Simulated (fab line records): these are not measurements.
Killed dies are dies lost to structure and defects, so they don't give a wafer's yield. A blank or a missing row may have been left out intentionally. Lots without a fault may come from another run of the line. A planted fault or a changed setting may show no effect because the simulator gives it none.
The tool behind it: which one? | flow n5_finfet | 10 lots, 27 wafers sampled, at 5 steps of a route of 1938

== WHAT THE GAUGES READ, wafer by wafer ==
N5_BEOL_M4_RC_MEAS_101. Usual: DIBL_N 36.1 mV/V, standard deviation 1.6; DIBL_P 35.8 mV/V, standard deviation 2.1; EOT_P 10.47, standard deviation 0.095; IGATE_P 0.0038 nA/um, standard deviation 0.00055; IOFF_N 0.16 nA/um, standard deviation 0.031; IOFF_N_85C 3.1 nA/um, standard deviation 0.51; IOFF_N_LIN 0.074 nA/um, standard deviation 0.012; IOFF_N_LONG 5.54e-05 nA/um, standard deviation 2.4e-06; IOFF_P 0.21 nA/um, standard deviation 0.034; IOFF_P_85C 3.6 nA/um, standard deviation 0.51; IOFF_P_LIN 0.099 nA/um, standard deviation 0.013; IOFF_P_LONG 0.000106 nA/um, standard deviation 9.2e-06; ION_N 673 uA/um, standard deviation 12; ION_P 461 uA/um, standard deviation 7.2; SS_N 71.4 mV/dec, standard deviation 0.59; SS_P 73.3 mV/dec, standard deviation 0.63; VT_N 250 mV, standard deviation 3.1; VT_N_LONG 274.7 mV, standard deviation 2; VT_N_LVT 98 mV, standard deviation 3.1; VT_P -250 mV, standard deviation 3.3; VT_P_LONG -275.4 mV, standard deviation 3; VT_P_LVT -98.5 mV, standard deviation 2.8.
lot  | measured     | on        | DIBL_N (mV/V)  | DIBL_P (mV/V)  | EOT_P             | IGATE_P (nA/um)      | IOFF_N (nA/um) | IOFF_N_85C (nA/um) | IOFF_N_LIN (nA/um) | IOFF_N_LONG (nA/um)        | IOFF_P (nA/um) | IOFF_P_85C (nA/um) | IOFF_P_LIN (nA/um) | IOFF_P_LONG (nA/um)        | ION_N (uA/um) | ION_P (uA/um) | SS_N (mV/dec)  | SS_P (mV/dec)  | VT_N (mV)   | VT_N_LONG (mV)    | VT_N_LVT (mV) | VT_P (mV)      | VT_P_LONG (mV)       | VT_P_LVT (mV)        | flag
L894 | day 8 07:31  | prober-01 | 35.3 38.5 36.4 | 35.4 38.8 37.1 | 10.54 10.50 10.57 | 0.0037 0.0037 0.0037 | 0.15 0.21 0.16 | 2.9 3.9 3.2        | 0.068 0.090 0.074  | 5.39e-05 5.44e-05 5.26e-05 | 0.19 0.24 0.23 | 3.4 4.1 3.9        | 0.092 0.109 0.104  | 0.000103 0.0001 0.000105   | 674 687 674   | 457 461 465   | 71.6 72.6 71.7 | 73.0 73.6 73.4 | 249 245 250 | 278.5 274.7 277.9 | 100 95 98     | -251 -249 -247 | -275.2 -277.3 -273.2 | -101.1 -97.1 -97.7   |
L895 | day 8 18:02  | prober-02 | 34.3 35.6 35.1 | 33.2 35.8 33.9 | 10.59 10.47 10.45 | 0.0035 0.0036 0.0042 | 0.11 0.13 0.12 | 2.3 2.7 2.4        | 0.057 0.065 0.059  | 5.4e-05 5.28e-05 5.37e-05  | 0.15 0.19 0.16 | 2.7 3.3 2.8        | 0.075 0.090 0.080  | 9.5e-05 9e-05 9.5e-05      | 661 663 661   | 454 458 460   | 71.0 70.2 71.0 | 72.4 73.4 72.8 | 254 251 254 | 277.1 274.9 276.7 | 102 100 101   | -255 -254 -254 | -277.9 -275.6 -278.3 | -103.3 -99.9 -101.6  |
L897 | day 9 09:04  | prober-02 | 36.3 36.1 38.2 | 36.9 37.0 39.6 | 10.43 10.31 10.31 | 0.0041 0.0042 0.0045 | 0.17 0.17 0.23 | 3.3 3.4 4.2        | 0.078 0.079 0.100  | 5.46e-05 5.62e-05 5.46e-05 | 0.21 0.21 0.27 | 3.7 3.7 4.6        | 0.100 0.100 0.121  | 0.000103 0.000102 9.9e-05  | 683 677 687   | 459 457 465   | 71.6 71.6 72.3 | 73.3 73.4 74.0 | 250 249 243 | 273.3 274.7 274.0 | 95 96 91      | -253 -253 -249 | -277.5 -280.9 -276.0 | -99.9 -99.0 -95.7    |
L901 | day 10 12:10 | prober-01 | 38.0 37.3 36.9 | 38.3 35.4 35.4 | 10.47 10.67 10.39 | 0.0039 0.0031 0.0044 | 0.17 0.14 0.14 | 3.3 2.8 2.7        | 0.080 0.068 0.065  | 5.48e-05 5.56e-05 5.5e-05  | 0.26 0.21 0.21 | 4.3 3.5 3.6        | 0.120 0.101 0.102  | 0.00012 0.000114 0.000118  | 679 660 664   | 480 458 462   | 72.0 71.1 71.9 | 73.9 73.1 72.7 | 250 249 253 | 275.4 276.6 273.9 | 97 100 101    | -244 -249 -248 | -274.6 -274.0 -274.5 | -94.4 -98.1 -97.1    |
L903 | day 10 18:57 | prober-01 | 35.4 35.0 35.7 | 36.1 35.7 36.6 | 10.42 10.42 10.46 | 0.0039 0.0047 0.0039 | 0.14 0.14 0.14 | 2.8 2.9 2.9        | 0.069 0.069 0.068  | 5.22e-05 5.21e-05 5.04e-05 | 0.17 0.17 0.18 | 3.1 3.0 3.3        | 0.085 0.083 0.088  | 9.8e-05 8.9e-05 9.8e-05    | 667 676 664   | 452 460 452   | 71.0 71.0 71.4 | 73.5 72.2 73.3 | 253 251 254 | 277.7 278.0 279.3 | 101 98 100    | -256 -255 -255 | -281.9 -279.5 -280.1 | -103.0 -103.3 -102.1 |
L905 | day 11 10:46 | prober-01 | 36.6 36.2 33.7 | 36.1 34.7 32.1 | 10.60 10.43 10.57 | 0.0037 0.0045 0.0027 | 0.16 0.15 0.12 | 3.1 2.9 2.4        | 0.075 0.067 0.060  | 5.6e-05 5.64e-05 5.61e-05  | 0.22 0.19 0.16 | 3.7 3.3 2.9        | 0.103 0.090 0.082  | 0.000101 9.6e-05 0.0001    | 667 665 658   | 463 457 448   | 71.8 71.3 70.5 | 73.7 72.7 72.8 | 249 253 252 | 275.0 272.5 272.3 | 96 98 98      | -248 -249 -251 | -276.9 -274.4 -277.0 | -96.6 -98.8 -100.7   |
L907 | day 11 13:50 | prober-02 | 37.1 35.9 36.5 | 36.5 36.2 36.0 | 10.45 10.65 10.53 | 0.0039 0.0030 0.0035 | 0.18 0.16 0.17 | 3.5 3.2 3.4        | 0.084 0.076 0.080  | 5.7e-05 5.55e-05 5.63e-05  | 0.21 0.21 0.21 | 3.6 3.6 3.5        | 0.098 0.098 0.096  | 0.000106 0.000103 0.000109 | 686 676 678   | 469 464 460   | 72.0 71.6 71.8 | 73.1 73.7 73.5 | 246 247 248 | 273.9 270.9 275.0 | 96 98 96      | -251 -252 -252 | -276.7 -276.3 -277.2 | -99.4 -99.1 -99.7    |
L912 | day 12 20:27 | prober-01 | 34.9 35.2      | 34.4 35.5      | 10.32 10.70       | 0.0042 0.0007        | 0.14 0.00      | 2.7 0.1            | 0.064 0.002        | 5.59e-05 2.25e-05          | 0.20 1.10      | 3.5 14.8           | 0.096 0.528        | 0.000105 0.000341          | 658 449       | 457 517       | 71.2 71.1      | 72.8 73.3      | 252 348     | 275.6 372.1       | 100 198       | -249 -203      | -274.6 -236.4        | -98.3 -50.9          | OFF
L914 | day 13 12:44 | prober-01 | 36.7 37.3      | 36.7 37.0      | 10.72 10.86       | 0.0009 0.0008        | 0.00 0.00      | 0.1 0.1            | 0.002 0.002        | 2.41e-05 2.29e-05          | 1.46 1.52      | 18.9 19.4          | 0.706 0.716        | 0.000379 0.000382          | 434 432       | 536 532       | 71.4 71.9      | 73.8 73.9      | 358 360     | 379.0 386.6       | 208 209       | -195 -197      | -231.9 -231.4        | -45.1 -44.8          | OFF
L916 | day 13 22:20 | prober-02 | 34.9 36.6      | 36.0 39.3      | 10.38 10.90       | 0.0047 0.0007        | 0.16 0.01      | 3.1 0.3            | 0.075 0.005        | 5.73e-05 2.21e-05          | 0.20 1.07      | 3.5 14.2           | 0.097 0.485        | 0.000103 0.000274          | 682 506       | 463 519       | 71.6 72.0      | 73.4 74.1      | 248 322     | 272.0 353.5       | 95 172        | -247 -207      | -274.3 -241.9        | -97.6 -52.6          | OFF

== EACH LOT AND THE TOOL THAT RAN IT (in order: tool; ch and the chambers of the sampled wafers; start) ==
lot  | N5_HKMG_FIN_CVD_62                      | N5_BEOL_M4_SPUTTER_90        | N5_BEOL_M4_SPUTTER_94        | N5_BEOL_M4_SPUTTER_96
L894 | thermal_cvd_si-02 ch 1,2, day 4 07:56   | pvd_sputter-01, day 8 05:36  | pvd_sputter-01, day 8 06:02  | pvd_sputter-01, day 8 06:16
L895 | thermal_cvd_si-01 ch 0,1, day 4 12:44   | pvd_sputter-03, day 8 16:16  | pvd_sputter-03, day 8 16:42  | pvd_sputter-03, day 8 16:55
L897 | thermal_cvd_si-01 ch 1,2, day 5 01:48   | pvd_sputter-01, day 9 07:00  | pvd_sputter-01, day 9 07:26  | pvd_sputter-01, day 9 07:40
L901 | thermal_cvd_si-01 ch 0,1,2, day 6 02:22 | pvd_sputter-01, day 10 09:16 | pvd_sputter-01, day 10 09:42 | pvd_sputter-01, day 10 09:55
L903 | thermal_cvd_si-01 ch 0,1, day 6 15:53   | pvd_sputter-03, day 10 17:06 | pvd_sputter-03, day 10 17:32 | pvd_sputter-03, day 10 17:46
L905 | thermal_cvd_si-01 ch 1, day 7 04:02     | pvd_sputter-02, day 11 09:00 | pvd_sputter-02, day 11 09:26 | pvd_sputter-02, day 11 09:40
L907 | thermal_cvd_si-01 ch 0,1, day 7 13:22   | pvd_sputter-02, day 11 12:00 | pvd_sputter-02, day 11 12:26 | pvd_sputter-02, day 11 12:40
L912 | thermal_cvd_si-01 ch 0,1, day 8 23:14   | pvd_sputter-03, day 12 18:18 | pvd_sputter-03, day 12 18:44 | pvd_sputter-03, day 12 18:58
L914 | thermal_cvd_si-01 ch 0,2, day 9 07:39   | pvd_sputter-01, day 13 10:59 | pvd_sputter-01, day 13 11:25 | pvd_sputter-01, day 13 11:38
L916 | thermal_cvd_si-01 ch 0,1, day 9 20:08   | pvd_sputter-01, day 13 20:16 | pvd_sputter-01, day 13 20:43 | pvd_sputter-01, day 13 20:56
- N5_HKMG_FIN_CVD_62: deposits a-Si from Si2H6, target thk 3 nm, time 20.8 s.
- N5_BEOL_M4_SPUTTER_90: material Cu, target thk 4.5 nm, time 8.29 s.
- N5_BEOL_M4_SPUTTER_94: material Cu, target thk 4.5 nm, time 8.29 s.
- N5_BEOL_M4_SPUTTER_96: material Cu, target thk 4.5 nm, time 8.29 s.

== AS READ BY THE TOOLS THEMSELVES (means over the sampled wafers that have a number; for cases with no such wafer, the mark the record gives instead) ==
N5_HKMG_FIN_CVD_62. Usual: heater_power_w at 1418 W, with a standard deviation of 200.
lot  | tool              | heater_power_w (W) | flag
L894 | thermal_cvd_si-02 | 1408               |
L895 | thermal_cvd_si-01 | 1488               |
L897 | thermal_cvd_si-01 | 1484               |
L901 | thermal_cvd_si-01 | 1505               |
L903 | thermal_cvd_si-01 | 1621               |
L905 | thermal_cvd_si-01 | 1788               |
L907 | thermal_cvd_si-01 | 1511               |
L912 | thermal_cvd_si-01 | 1566               |
L914 | thermal_cvd_si-01 | 1367               |
L916 | thermal_cvd_si-01 | 1580               |

N5_BEOL_M4_SPUTTER_90. Usual: chuck_gas_flow_sccm 1.27 sccm, standard deviation 0.053; throttle_valve_pct 30.1 %, standard deviation 0.92.
lot  | tool           | chuck_gas_flow_sccm (sccm) | throttle_valve_pct (%) | flag
L894 | pvd_sputter-01 | 1.27                       | 30.0                   |
L895 | pvd_sputter-03 | 1.25                       | 30.2                   |
L897 | pvd_sputter-01 | 1.25                       | 30.0                   |
L901 | pvd_sputter-01 | 1.24                       | 29.8                   |
L903 | pvd_sputter-03 | 1.24                       | 30.0                   |
L905 | pvd_sputter-02 | 1.19                       | 29.1                   |
L907 | pvd_sputter-02 | 1.28                       | 29.1                   |
L912 | pvd_sputter-03 | 1.21                       | 29.9                   |
L914 | pvd_sputter-01 | 1.19                       | 30.6                   |
L916 | pvd_sputter-01 | 1.25                       | 30.2                   |

N5_BEOL_M4_SPUTTER_94. Usual: chuck_gas_flow_sccm 1.26 sccm, standard deviation 0.058; throttle_valve_pct 30.1 %, standard deviation 0.94.
lot  | tool           | chuck_gas_flow_sccm (sccm) | throttle_valve_pct (%) | flag
L894 | pvd_sputter-01 | 1.32                       | 30.3                   |
L895 | pvd_sputter-03 | 1.18                       | 30.1                   |
L897 | pvd_sputter-01 | 1.23                       | 29.9                   |
L901 | pvd_sputter-01 | 1.27                       | 29.7                   |
L903 | pvd_sputter-03 | 1.33                       | 29.8                   |
L905 | pvd_sputter-02 | 1.23                       | 29.0                   |
L907 | pvd_sputter-02 | 1.30                       | 29.0                   |
L912 | pvd_sputter-03 | 1.26                       | 30.1                   |
L914 | pvd_sputter-01 | 1.29                       | 30.9                   |
L916 | pvd_sputter-01 | 1.24                       | 30.2                   |

N5_BEOL_M4_SPUTTER_96. Usual: chuck_gas_flow_sccm 1.25 sccm, standard deviation 0.05; throttle_valve_pct 30.1 %, standard deviation 0.93.
lot  | tool           | chuck_gas_flow_sccm (sccm) | throttle_valve_pct (%) | flag
L894 | pvd_sputter-01 | 1.27                       | 29.9                   |
L895 | pvd_sputter-03 | 1.28                       | 30.2                   |
L897 | pvd_sputter-01 | 1.25                       | 29.9                   |
L901 | pvd_sputter-01 | 1.27                       | 29.7                   |
L903 | pvd_sputter-03 | 1.27                       | 29.9                   |
L905 | pvd_sputter-02 | 1.21                       | 29.0                   |
L907 | pvd_sputter-02 | 1.31                       | 29.0                   |
L912 | pvd_sputter-03 | 1.26                       | 29.8                   |
L914 | pvd_sputter-01 | 1.23                       | 30.8                   |
L916 | pvd_sputter-01 | 1.29                       | 30.1                   |

== THE ANSWER, worked out from the rows above alone ==
Rule: a lot counts as off when the mean over its wafers that have a number is more than 3 standard deviations away from the usual mean. Also off: a lot with no number at a reading for which 4 or more lots have one. The other lots that the step has rows for count as sound. Order of review: gauges by route order, followed by the tools' own readings, for which a lot's mean as printed above is used. At the first step where some lot is off, the reading lying furthest off is the one used; lots without a number count as furthest.
Off: L912, L914, L916, at N5_BEOL_M4_RC_MEAS_101 (VT_N_LONG).
If a tool, at a process step before that reading, ran all the lots that are off and no sound lot after the first of them, it fits. The gauges at N5_BEOL_M4_RC_MEAS_101 are tried like those tools. One candidate fits, namely thermal_cvd_si-01 at N5_HKMG_FIN_CVD_62. Its last sound lot is L907 (day 7 13:22), its first lot that is off L912 (day 8 23:14): a fault that began between those two fits.

== WHAT HAD BEEN PUT IN BY THE SIMULATOR ==
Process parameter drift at N5_HKMG_FIN_CVD_62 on thermal_cvd_si-01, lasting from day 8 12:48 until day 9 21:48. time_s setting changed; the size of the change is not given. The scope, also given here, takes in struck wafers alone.
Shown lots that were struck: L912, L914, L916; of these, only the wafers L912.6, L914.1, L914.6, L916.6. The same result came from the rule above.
